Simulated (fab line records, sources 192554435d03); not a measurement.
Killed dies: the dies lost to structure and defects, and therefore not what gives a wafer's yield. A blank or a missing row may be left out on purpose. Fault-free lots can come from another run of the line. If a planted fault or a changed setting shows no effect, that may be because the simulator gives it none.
Lot-split experiment | flow n5 finfet | route with 1938 steps; 7 lots, 21 wafers read

ABOUT THE SPLIT
At N5_MOL_CONTACT_COAG_CONTACT_ETCH_14 (etches SiO2 in C4F6/O2, target depth 27.5 nm, overetch 8.5 nm, time 20 s), the setting source w was moved away from the recipe's 370 W on 6 of the 21 wafers read, by -7.0% to +13.6%. This setting was run at the recipe's value on the other wafers.

The reading comes from the split's own step.

THE READING
rf vpp V, in V, at N5_MOL_CONTACT_COAG_CONTACT_ETCH_14 (etches SiO2 in C4F6/O2, target depth 27.5 nm, overetch 8.5 nm, time 20 s). A value of 692.4 V with a standard deviation of 2.8 V is what fault-free wafers of this fab line usually give.

wafer  | tool, chamber at the split | source w as run, W | against the recipe | rf vpp V, V | against lot-mates on the recipe
L074.1 | rie diel-01, 2             | 370                | recipe             | 694.9       | -
L074.2 | rie diel-01, 1             | 370                | recipe             | 692.2       | -
L074.6 | rie diel-01, 2             | 420.2              | +13.6%             | 669.1       | -24.4
L076.1 | rie diel-03, 3             | 370                | recipe             | 693.6       | -
L076.3 | rie diel-03, 1             | 370                | recipe             | 698.5       | -
L076.6 | rie diel-03, 1             | 370                | recipe             | 697.5       | -
L078.3 | rie diel-04, 1             | 370                | recipe             | 693.3       | -
L078.4 | rie diel-04, 2             | 370                | recipe             | 686.9       | -
L078.6 | rie diel-04, 0             | 370                | recipe             | 687.4       | -
L081.1 | rie diel-01, 0             | 388.7              | +5.1%              | 679.5       | -13.2
L081.2 | rie diel-01, 3             | 388.7              | +5.1%              | 684.8       | -7.9
L081.6 | rie diel-01, 0             | 370                | recipe             | 692.7       | -
L080.1 | rie diel-01, 2             | 370                | recipe             | 696.0       | -
L080.3 | rie diel-01, 3             | 370                | recipe             | 692.2       | -
L080.5 | rie diel-01, 3             | 370                | recipe             | 691.3       | -
L088.2 | rie diel-04, 3             | 344.1              | -7.0%              | 709.6       | +22.5
L088.3 | rie diel-04, 1             | 344.1              | -7.0%              | 707.2       | +20.1
L088.5 | rie diel-04, 2             | 370                | recipe             | 687.1       | -
L097.2 | rie diel-01, 0             | 405.5              | +9.6%              | 668.2       | -23.9
L097.3 | rie diel-01, 3             | 370                | recipe             | 690.8       | -
L097.5 | rie diel-01, 2             | 370                | recipe             | 693.5       | -

THE FIT
A straight line over all 21 wafers: rf vpp V changes by -2.07 V for each +1% of source w; r = -0.94; the points scatter about the line by 3.5 V.
The same after taking each lot's own level away (the mean of its wafers on the recipe; 21 wafers): -2.31 V for each +1%; r = -0.96; scatter 3 V.
That fit puts the effect of the largest move of source w on the reading at 31 V.
Across the lots, their own levels run from 687.10 to 696.53 V, a range of 3.4 times the standard deviation given above.
In other words, the slope is changed by the lot-to-lot level; the two fits disagree.
Check: with one of the wafers moved furthest among these (+13.6%) left out of the fit, the line predicts -35.3 V for it against its lot-mates. Against them it came out at -24.4 V.
Tool readings at the split's step, against how far the setting was moved: rf vpp V r = -0.94.

FURTHER SPLITS ON THESE WAFERS
Before the reading, these wafers also passed through other splits. Each is held against what the fit with the lots' levels taken away leaves over:
other split on the same wafers    | wafers away from the commonest value | r with rf vpp V (lot level and that fit taken away)
N5_SD_EPI_N_PEB_07 peb temp c     | 3                                    | -0.24
N5_SDB_COAT_05 spin rpm           | 7                                    | +0.11
N5_HKMG_FIN_COAT_41 spin rpm      | 7                                    | -0.05
N5_HKMG_FIN_CVD_62 temp c         | 3                                    | -0.27
N5_GATE_CUT_EXPOSE_10 dose mj     | 6                                    | -0.07
N5_GATE_CUT_ETCH_36 cf4 flow sccm | 9                                    | -0.01

FILE'S OWN FIT
rf vpp V changes by -2.18 V for each +1% of source w, r = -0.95.
